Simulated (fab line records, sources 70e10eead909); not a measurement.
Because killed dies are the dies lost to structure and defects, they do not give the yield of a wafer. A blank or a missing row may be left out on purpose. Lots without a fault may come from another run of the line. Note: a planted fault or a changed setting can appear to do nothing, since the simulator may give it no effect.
Chamber matching || flow nand_harc || NHARC_A_STAIRCASE_TRIM_20 on rie_diel-04: 4 sister chambers
The step chemistry O2, time 211.2 s. 16 wafers are shown with their chamber, then 7 later ones without.

## WAFERS WITH THEIR CHAMBER
{"wafer": "L191.1", "chamber": 3, "drypump_motor_current_A (A)": 6.6, "showerhead_plenum_p_Torr (Torr)": 3.63, "oes_product_au (a.u.)": 0.999}
{"wafer": "L191.3", "chamber": 2, "drypump_motor_current_A (A)": 5.8, "showerhead_plenum_p_Torr (Torr)": 3.33, "oes_product_au (a.u.)": 1.022}
{"wafer": "L191.5", "chamber": 1, "drypump_motor_current_A (A)": 6.6, "showerhead_plenum_p_Torr (Torr)": 3.61, "oes_product_au (a.u.)": 0.998}
{"wafer": "L192.1", "chamber": 1, "drypump_motor_current_A (A)": 6.6, "showerhead_plenum_p_Torr (Torr)": 3.61, "oes_product_au (a.u.)": 1.006}
{"wafer": "L192.2", "chamber": 3, "drypump_motor_current_A (A)": 6.6, "showerhead_plenum_p_Torr (Torr)": 3.62, "oes_product_au (a.u.)": 1.010}
{"wafer": "L192.6", "chamber": 3, "drypump_motor_current_A (A)": 6.6, "showerhead_plenum_p_Torr (Torr)": 3.62, "oes_product_au (a.u.)": 1.010}
{"wafer": "L194.2", "chamber": 3, "drypump_motor_current_A (A)": 6.6, "showerhead_plenum_p_Torr (Torr)": 3.62, "oes_product_au (a.u.)": 1.020}
{"wafer": "L194.4", "chamber": 0, "drypump_motor_current_A (A)": 5.3, "showerhead_plenum_p_Torr (Torr)": 3.32, "oes_product_au (a.u.)": 0.985}
{"wafer": "L197.2", "chamber": 1, "drypump_motor_current_A (A)": 6.6, "showerhead_plenum_p_Torr (Torr)": 3.60, "oes_product_au (a.u.)": 1.010}
{"wafer": "L197.5", "chamber": 2, "drypump_motor_current_A (A)": 5.8, "showerhead_plenum_p_Torr (Torr)": 3.32, "oes_product_au (a.u.)": 1.035}
{"wafer": "L197.6", "chamber": 3, "drypump_motor_current_A (A)": 6.6, "showerhead_plenum_p_Torr (Torr)": 3.61, "oes_product_au (a.u.)": 1.025}
{"wafer": "L199.1", "chamber": 0, "drypump_motor_current_A (A)": 5.4, "showerhead_plenum_p_Torr (Torr)": 3.31, "oes_product_au (a.u.)": 0.984}
{"wafer": "L199.4", "chamber": 2, "drypump_motor_current_A (A)": 5.8, "showerhead_plenum_p_Torr (Torr)": 3.31, "oes_product_au (a.u.)": 1.018}
{"wafer": "L199.6", "chamber": 3, "drypump_motor_current_A (A)": 6.6, "showerhead_plenum_p_Torr (Torr)": 3.61, "oes_product_au (a.u.)": 1.012}
{"wafer": "L205.1", "chamber": 3, "drypump_motor_current_A (A)": 6.6, "showerhead_plenum_p_Torr (Torr)": 3.60, "oes_product_au (a.u.)": 1.018}
{"wafer": "L205.3", "chamber": 1, "drypump_motor_current_A (A)": 6.6, "showerhead_plenum_p_Torr (Torr)": 3.59, "oes_product_au (a.u.)": 1.001}

SIGNATURES, as means of the wafers listed above
{"reading": "drypump_motor_current_A", "chamber 0": 5.350, "chamber 1": 6.600, "chamber 2": 5.800, "chamber 3": 6.600, "scatter within a chamber": 0.0204}
{"reading": "showerhead_plenum_p_Torr", "chamber 0": 3.3150, "chamber 1": 3.6025, "chamber 2": 3.3200, "chamber 3": 3.6157, "scatter within a chamber": 0.00956}
{"reading": "oes_product_au", "chamber 0": 0.98450, "chamber 1": 1.00375, "chamber 2": 1.02500, "chamber 3": 1.01343, "scatter within a chamber": 0.0075}
Rule: for each reading, subtract the chamber's mean from the wafer's reading, divide by that reading's scatter and square the result; add these up over the readings and take the root, which gives the wafer's distance from the chamber. If the next closest chamber is less than 2 further off than the closest, the wafer can't be placed; otherwise it belongs to the closest. The scatter: the root of (the sum of the squares of (reading less its chamber's mean) over the shown wafers, divided by (wafers less chambers)).

## WAFERS MISSING THEIR CHAMBER
{"wafer": "L205.6", "drypump_motor_current_A (A)": 6.6, "showerhead_plenum_p_Torr (Torr)": 3.59, "oes_product_au (a.u.)": 1.002}
{"wafer": "L211.3", "drypump_motor_current_A (A)": 5.3, "showerhead_plenum_p_Torr (Torr)": 3.29, "oes_product_au (a.u.)": 0.991}
{"wafer": "L211.4", "drypump_motor_current_A (A)": 6.6, "showerhead_plenum_p_Torr (Torr)": 3.58, "oes_product_au (a.u.)": 1.014}
{"wafer": "L211.6", "drypump_motor_current_A (A)": 5.4, "showerhead_plenum_p_Torr (Torr)": 3.29, "oes_product_au (a.u.)": 1.005}
{"wafer": "L212.1", "drypump_motor_current_A (A)": 6.6, "showerhead_plenum_p_Torr (Torr)": 3.58, "oes_product_au (a.u.)": 1.008}
{"wafer": "L212.3", "drypump_motor_current_A (A)": 6.5, "showerhead_plenum_p_Torr (Torr)": 3.59, "oes_product_au (a.u.)": 1.010}
{"wafer": "L212.6", "drypump_motor_current_A (A)": 5.8, "showerhead_plenum_p_Torr (Torr)": 3.29, "oes_product_au (a.u.)": 1.004}

## WHICH CHAMBER EACH ONE RAN IN
{"wafer": "L205.6", "from the rows above": "can't be placed: 1 or 3", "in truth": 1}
{"wafer": "L211.3", "from the rows above": 0, "in truth": 0}
{"wafer": "L211.4", "from the rows above": "can't be placed: 1 or 3", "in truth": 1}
{"wafer": "L211.6", "from the rows above": 0, "in truth": 0}
{"wafer": "L212.1", "from the rows above": "can't be placed: 1 or 3", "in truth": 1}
{"wafer": "L212.3", "from the rows above": "can't be placed: 1 or 3", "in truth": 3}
{"wafer": "L212.6", "from the rows above": 2, "in truth": 2}
Correctly placed: 3 of 7. Cannot be placed on the basis of these rows: 4; the candidates contain the true chamber in 4. 0 placed wrongly.
